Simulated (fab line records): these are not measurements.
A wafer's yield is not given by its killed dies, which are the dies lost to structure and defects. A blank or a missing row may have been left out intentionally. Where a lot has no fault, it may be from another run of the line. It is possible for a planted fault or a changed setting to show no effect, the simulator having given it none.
A struck lot beside a sound one || flow nand-harc || 13 steps out of a route of 1159
Sound: wafers L281.3, L281.4, L281.5. Wafers L294.4, L294.5, L294.6 were the ones struck. The cause is named last.
At each step with rows: each side's tool, then ch and its chambers, then its first start. Under that, the readings that differ: sound wafers || struck wafers || difference of the means || sigmas: that difference in standard deviations of wafers without a fault.
alike: readings with means less than 2 such deviations apart, plus words and numbers identical on both sides. not compared: withheld readings, readings lacking a value on some wafer, bounds such as >300 that could conceal the same value, and numbers that have no deviation in the record and whose values overlap.
A row with sigmas, a row that says differs or no value, or rows on one side alone: a step with any of these is where the two part. Non-overlapping numbers with no deviation appear without sigmas and do not part them. A reading that every wafer of one side lacks parts them only if that side has two wafers or more.

NHARC_A_STAIRCASE_TRIM_224: chemistry O2, time 211.2 s.
  sound on rie-diel-12 ch 2,3; struck on rie-diel-05 ch 0,1,3
  alike: drypump-motor-current-A, oes-product-au, rf-vpp-V, showerhead-plenum-p-Torr, throttle-valve-pct
  not compared: rf-hours-counter-h
then, 2 steps without rows for these wafers: NHARC_A_STAIRCASE_ETCH_225 (etches the open film in C4F8/O2, target depth 100 nm, time 40.5 s); NHARC_A_STAIRCASE_TRIM_226 (chemistry O2, time 211.2 s).
NHARC_A_STAIRCASE_ETCH_227: etches the open film in C4F8/O2, target depth 100 nm, time 40.5 s.
  sound on rie-diel-12 ch 0,2,3; struck on rie-diel-02 ch 0,2,3, day 15 04:58
{"reading": "oes-product-au (a.u.)", "sound": "0.934 0.933 0.935", "struck": "1.000 1.011 0.987", "difference": "+0.065", "sigmas": "+4"}
{"reading": "rf-vpp-V (V)", "sound": "899 901 905", "struck": "888 887 894", "difference": -12, "sigmas": -2}
  alike: bias-w, chamber-pressure-mTorr, rf-fwd-power-W
  not compared: rf-hours-counter-h
then, 1 step without rows for these wafers: NHARC_A_STAIRCASE_TRIM_229 (chemistry O2, time 211.2 s).
NHARC_A_STAIRCASE_ETCH_230: etches the open film in C4F8/O2, target depth 100 nm, time 40.5 s.
  sound on rie-diel-05 ch 0,1,3; struck on rie-diel-12 ch 0,1,3
{"reading": "oes-product-au (a.u.)", "sound": "0.955 0.974 0.973", "struck": "0.916 0.913 0.920", "difference": -0.051, "sigmas": -3}
  alike: bias-w, chamber-pressure-mTorr, rf-fwd-power-W, rf-vpp-V
  not compared: rf-hours-counter-h
then, 1 step without rows for these wafers: NHARC_A_STAIRCASE_TRIM_231 (chemistry O2, time 211.2 s).
NHARC_A_STAIRCASE_ETCH_232: etches the open film in C4F8/O2, target depth 100 nm, time 40.5 s.
  sound on rie-diel-05 ch 0,1,2; struck on rie-diel-12 ch 0,1,3
{"reading": "oes-product-au (a.u.)", "sound": "0.969 0.957 0.952", "struck": "0.929 0.926 0.922", "difference": -0.034, "sigmas": -3}
  alike: bias-w, chamber-pressure-mTorr, rf-fwd-power-W, rf-vpp-V
  not compared: rf-hours-counter-h
then, 1 step without rows for these wafers: NHARC_A_STAIRCASE_TRIM_233 (chemistry O2, time 211.2 s).
NHARC_A_STAIRCASE_ETCH_234: etches the open film in C4F8/O2, target depth 100 nm, time 40.5 s.
  sound on rie-diel-05 ch 1,2,3; struck on rie-diel-12 ch 0,1,3
{"reading": "oes-product-au (a.u.)", "sound": "0.954 0.955 0.947", "struck": "0.915 0.929 0.929", "difference": -0.028, "sigmas": -3}
  alike: bias-w, chamber-pressure-mTorr, rf-fwd-power-W, rf-vpp-V
  not compared: rf-hours-counter-h
then, 1 step without rows for these wafers: NHARC_A_STAIRCASE_TRIM_235 (chemistry O2, time 211.2 s).
NHARC_A_STAIRCASE_ETCH_236: etches the open film in C4F8/O2, target depth 100 nm, time 40.5 s.
  sound on rie-diel-05 ch 0,1,2, day 11 22:56; struck on rie-diel-12 ch 0,1,3, day 15 06:51
  no value came back on the struck wafers for any of 6 readings (bias-w (W), chamber-pressure-mTorr (mTorr) and others); on the sound wafers bias-w (W) reads 996.3 1005.4 998.6
  not compared: rf-hours-counter-h
-- break in the record here, with 9 days between the starts of the struck wafers on either side (left off in module A_STAIRCASE, picked up again in module END, where the first step shown is number 1159 on the route) --
NHARC_END_SORT_01:
  the record has rows for the struck wafers here (prober-02 ch 0, day 23 18:56) and none for the sound ones

WHERE THEY PART
Earliest at NHARC_A_STAIRCASE_ETCH_227; latest, in this record, at NHARC_END_SORT_01.

WHY: the cause the simulator had injected
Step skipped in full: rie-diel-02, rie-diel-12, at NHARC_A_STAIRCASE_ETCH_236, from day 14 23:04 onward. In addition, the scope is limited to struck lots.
